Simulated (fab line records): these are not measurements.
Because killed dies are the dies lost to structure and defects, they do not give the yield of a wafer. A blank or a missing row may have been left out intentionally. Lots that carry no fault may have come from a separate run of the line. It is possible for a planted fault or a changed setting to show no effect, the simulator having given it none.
Matching of chambers / flow nandHarc / pecvd-04 running NHARC_A_CONTACT_DEP_29: 3 sister chambers
The step deposits SiON, target thk 100 nm. 20 wafers are shown with their chamber, then 10 later ones without.

## WAFERS PAIRED WITH THEIR CHAMBERS
wafer=L076.1; chamber=2; showerheadVppV (V)=1104; heaterPowerW (W)=682
wafer=L076.3; chamber=0; showerheadVppV (V)=1047; heaterPowerW (W)=765
wafer=L076.5; chamber=1; showerheadVppV (V)=1047; heaterPowerW (W)=817
wafer=L079.1; chamber=2; showerheadVppV (V)=1095; heaterPowerW (W)=779
wafer=L079.4; chamber=2; showerheadVppV (V)=1124; heaterPowerW (W)=788
wafer=L079.6; chamber=1; showerheadVppV (V)=1073; heaterPowerW (W)=792
wafer=L080.2; chamber=1; showerheadVppV (V)=1061; heaterPowerW (W)=744
wafer=L080.4; chamber=0; showerheadVppV (V)=1030; heaterPowerW (W)=777
wafer=L080.6; chamber=2; showerheadVppV (V)=1104; heaterPowerW (W)=717
wafer=L084.1; chamber=0; showerheadVppV (V)=1044; heaterPowerW (W)=768
wafer=L084.2; chamber=2; showerheadVppV (V)=1094; heaterPowerW (W)=687
wafer=L084.6; chamber=1; showerheadVppV (V)=1069; heaterPowerW (W)=782
wafer=L082.2; chamber=1; showerheadVppV (V)=1068; heaterPowerW (W)=822
wafer=L082.5; chamber=0; showerheadVppV (V)=1036; heaterPowerW (W)=746
wafer=L082.6; chamber=1; showerheadVppV (V)=1051; heaterPowerW (W)=851
wafer=L083.2; chamber=1; showerheadVppV (V)=1058; heaterPowerW (W)=846
wafer=L083.3; chamber=0; showerheadVppV (V)=1046; heaterPowerW (W)=711
wafer=L083.4; chamber=1; showerheadVppV (V)=1084; heaterPowerW (W)=835
wafer=L085.1; chamber=1; showerheadVppV (V)=1064; heaterPowerW (W)=840
wafer=L085.3; chamber=2; showerheadVppV (V)=1107; heaterPowerW (W)=790

SIGNATURES (means of the wafers above)
reading=showerheadVppV; chamber 0=1040.60; chamber 1=1063.89; chamber 2=1104.67; scatter within a chamber=10.4
reading=heaterPowerW; chamber 0=753.40; chamber 1=814.33; chamber 2=740.50; scatter within a chamber=38.9
Rule: distance of a wafer from a chamber = root of the sum over the readings of ((wafer's reading minus chamber's mean) / reading's scatter) squared. If the next closest chamber is less than 2 further off than the closest, the wafer can't be placed; otherwise it belongs to the closest. How the scatter is found: for the shown wafers, subtract from each reading the mean of its chamber, square and add these, divide the total by (wafers less chambers), then take the root.

## WAFERS WITHOUT THEIR CHAMBER
wafer=L085.6; showerheadVppV (V)=1099; heaterPowerW (W)=797
wafer=L087.2; showerheadVppV (V)=1035; heaterPowerW (W)=799
wafer=L087.4; showerheadVppV (V)=1034; heaterPowerW (W)=801
wafer=L087.5; showerheadVppV (V)=1061; heaterPowerW (W)=794
wafer=L090.2; showerheadVppV (V)=1056; heaterPowerW (W)=682
wafer=L090.3; showerheadVppV (V)=1054; heaterPowerW (W)=825
wafer=L090.6; showerheadVppV (V)=1056; heaterPowerW (W)=694
wafer=L093.1; showerheadVppV (V)=1115; heaterPowerW (W)=776
wafer=L093.4; showerheadVppV (V)=1125; heaterPowerW (W)=773
wafer=L093.5; showerheadVppV (V)=1027; heaterPowerW (W)=774

## WHICH CHAMBER EACH WENT THROUGH
wafer=L085.6; from the rows above=can't be placed: 2 or 1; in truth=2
wafer=L087.2; from the rows above=can't be placed: 0 or 1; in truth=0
wafer=L087.4; from the rows above=can't be placed: 0 or 1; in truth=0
wafer=L087.5; from the rows above=can't be placed: 1 or 0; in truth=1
wafer=L090.2; from the rows above=can't be placed: 0 or 1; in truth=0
wafer=L090.3; from the rows above=can't be placed: 1 or 0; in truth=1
wafer=L090.6; from the rows above=can't be placed: 0 or 1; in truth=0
wafer=L093.1; from the rows above=2; in truth=2
wafer=L093.4; from the rows above=2; in truth=2
wafer=L093.5; from the rows above=0; in truth=0
Placed correctly: 3 of 10. These rows do not allow placing 7 (true chamber among the candidates in 7). Placed wrongly: 0.
